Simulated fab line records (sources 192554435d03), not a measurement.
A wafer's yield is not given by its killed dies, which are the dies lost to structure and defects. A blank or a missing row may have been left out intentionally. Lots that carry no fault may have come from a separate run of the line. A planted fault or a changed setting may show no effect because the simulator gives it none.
Chamber matching :: flow n5-finfet :: N5_PMOS_HMC_CHANNEL_EPI_ETCH_32 on rie-diel-02 has 4 sister chambers
The step etches BARC in N2/H2, stops on SiO2, target depth 85.8 nm, time 50.3 s. 20 wafers are shown with their chamber, then 10 later ones without.

WAFERS PAIRED WITH THEIR CHAMBERS
wafer: L077.1
chamber: 1
showerhead-plenum-p-Torr (Torr): 2.56
drypump-motor-current-A (A): 6.6
throttle-valve-pct (%): 17.99

wafer: L077.2
chamber: 3
showerhead-plenum-p-Torr (Torr): 2.60
drypump-motor-current-A (A): 6.1
throttle-valve-pct (%): 18.25

wafer: L077.5
chamber: 1
showerhead-plenum-p-Torr (Torr): 2.56
drypump-motor-current-A (A): 6.5
throttle-valve-pct (%): 17.97

wafer: L082.3
chamber: 1
showerhead-plenum-p-Torr (Torr): 2.55
drypump-motor-current-A (A): 6.6
throttle-valve-pct (%): 18.00

wafer: L082.5
chamber: 2
showerhead-plenum-p-Torr (Torr): 2.44
drypump-motor-current-A (A): 6.2
throttle-valve-pct (%): 18.34

wafer: L082.6
chamber: 3
showerhead-plenum-p-Torr (Torr): 2.60
drypump-motor-current-A (A): 6.1
throttle-valve-pct (%): 18.28

wafer: L083.3
chamber: 3
showerhead-plenum-p-Torr (Torr): 2.60
drypump-motor-current-A (A): 6.1
throttle-valve-pct (%): 18.27

wafer: L083.4
chamber: 2
showerhead-plenum-p-Torr (Torr): 2.44
drypump-motor-current-A (A): 6.1
throttle-valve-pct (%): 18.36

wafer: L083.6
chamber: 0
showerhead-plenum-p-Torr (Torr): 2.66
drypump-motor-current-A (A): 5.6
throttle-valve-pct (%): 18.00

wafer: L088.2
chamber: 3
showerhead-plenum-p-Torr (Torr): 2.59
drypump-motor-current-A (A): 6.1
throttle-valve-pct (%): 18.28

wafer: L088.4
chamber: 2
showerhead-plenum-p-Torr (Torr): 2.44
drypump-motor-current-A (A): 6.1
throttle-valve-pct (%): 18.37

wafer: L088.6
chamber: 2
showerhead-plenum-p-Torr (Torr): 2.44
drypump-motor-current-A (A): 6.2
throttle-valve-pct (%): 18.36

wafer: L089.1
chamber: 2
showerhead-plenum-p-Torr (Torr): 2.44
drypump-motor-current-A (A): 6.2
throttle-valve-pct (%): 18.37

wafer: L089.4
chamber: 3
showerhead-plenum-p-Torr (Torr): 2.59
drypump-motor-current-A (A): 6.1
throttle-valve-pct (%): 18.29

wafer: L089.6
chamber: 2
showerhead-plenum-p-Torr (Torr): 2.44
drypump-motor-current-A (A): 6.1
throttle-valve-pct (%): 18.37

wafer: L090.2
chamber: 0
showerhead-plenum-p-Torr (Torr): 2.66
drypump-motor-current-A (A): 5.6
throttle-valve-pct (%): 18.01

wafer: L090.4
chamber: 1
showerhead-plenum-p-Torr (Torr): 2.55
drypump-motor-current-A (A): 6.6
throttle-valve-pct (%): 18.01

wafer: L090.6
chamber: 1
showerhead-plenum-p-Torr (Torr): 2.55
drypump-motor-current-A (A): 6.5
throttle-valve-pct (%): 18.01

wafer: L091.3
chamber: 0
showerhead-plenum-p-Torr (Torr): 2.66
drypump-motor-current-A (A): 5.6
throttle-valve-pct (%): 18.03

wafer: L091.4
chamber: 2
showerhead-plenum-p-Torr (Torr): 2.44
drypump-motor-current-A (A): 6.1
throttle-valve-pct (%): 18.38

SIGNATURES (averages over the wafers above)
reading: showerhead-plenum-p-Torr
chamber 0: 2.6600
chamber 1: 2.5540
chamber 2: 2.4400
chamber 3: 2.5960
scatter within a chamber: 0.00387

reading: drypump-motor-current-A
chamber 0: 5.600
chamber 1: 6.560
chamber 2: 6.143
chamber 3: 6.100
scatter within a chamber: 0.0427

reading: throttle-valve-pct
chamber 0: 18.0133
chamber 1: 17.9960
chamber 2: 18.3643
chamber 3: 18.2740
scatter within a chamber: 0.0147
Rule: a wafer lies at a distance from a chamber equal to the root of the sum of squares, over the readings, of (its reading less the chamber's mean, divided by the reading's scatter). The wafer belongs to the nearest chamber; if the next one is less than 2 further off, it can't be placed. The scatter is the square root of a quotient: the sum, over the shown wafers, of each reading's squared deviation from its chamber's mean, divided by wafers minus chambers.

WAFERS WITH NO CHAMBER GIVEN
wafer: L091.6
showerhead-plenum-p-Torr (Torr): 2.55
drypump-motor-current-A (A): 6.6
throttle-valve-pct (%): 18.03

wafer: L093.4
showerhead-plenum-p-Torr (Torr): 2.66
drypump-motor-current-A (A): 5.6
throttle-valve-pct (%): 18.03

wafer: L093.5
showerhead-plenum-p-Torr (Torr): 2.43
drypump-motor-current-A (A): 6.2
throttle-valve-pct (%): 18.38

wafer: L093.6
showerhead-plenum-p-Torr (Torr): 2.59
drypump-motor-current-A (A): 6.1
throttle-valve-pct (%): 18.30

wafer: L096.2
showerhead-plenum-p-Torr (Torr): 2.59
drypump-motor-current-A (A): 6.1
throttle-valve-pct (%): 18.31

wafer: L096.4
showerhead-plenum-p-Torr (Torr): 2.43
drypump-motor-current-A (A): 6.1
throttle-valve-pct (%): 18.38

wafer: L096.5
showerhead-plenum-p-Torr (Torr): 2.43
drypump-motor-current-A (A): 6.1
throttle-valve-pct (%): 18.39

wafer: L097.2
showerhead-plenum-p-Torr (Torr): 2.54
drypump-motor-current-A (A): 6.5
throttle-valve-pct (%): 18.04

wafer: L097.5
showerhead-plenum-p-Torr (Torr): 2.65
drypump-motor-current-A (A): 5.6
throttle-valve-pct (%): 18.04

wafer: L097.6
showerhead-plenum-p-Torr (Torr): 2.43
drypump-motor-current-A (A): 6.1
throttle-valve-pct (%): 18.40

WHICH CHAMBER EACH WENT THROUGH
wafer: L091.6
from the rows above: 1
in truth: 1

wafer: L093.4
from the rows above: 0
in truth: 0

wafer: L093.5
from the rows above: 2
in truth: 2

wafer: L093.6
from the rows above: 3
in truth: 3

wafer: L096.2
from the rows above: 3
in truth: 3

wafer: L096.4
from the rows above: 2
in truth: 2

wafer: L096.5
from the rows above: 2
in truth: 2

wafer: L097.2
from the rows above: 1
in truth: 1

wafer: L097.5
from the rows above: 0
in truth: 0

wafer: L097.6
from the rows above: 2
in truth: 2
Correct placement for 10 of the 10. Left unplaced by these rows: 0. 0 placed wrongly.
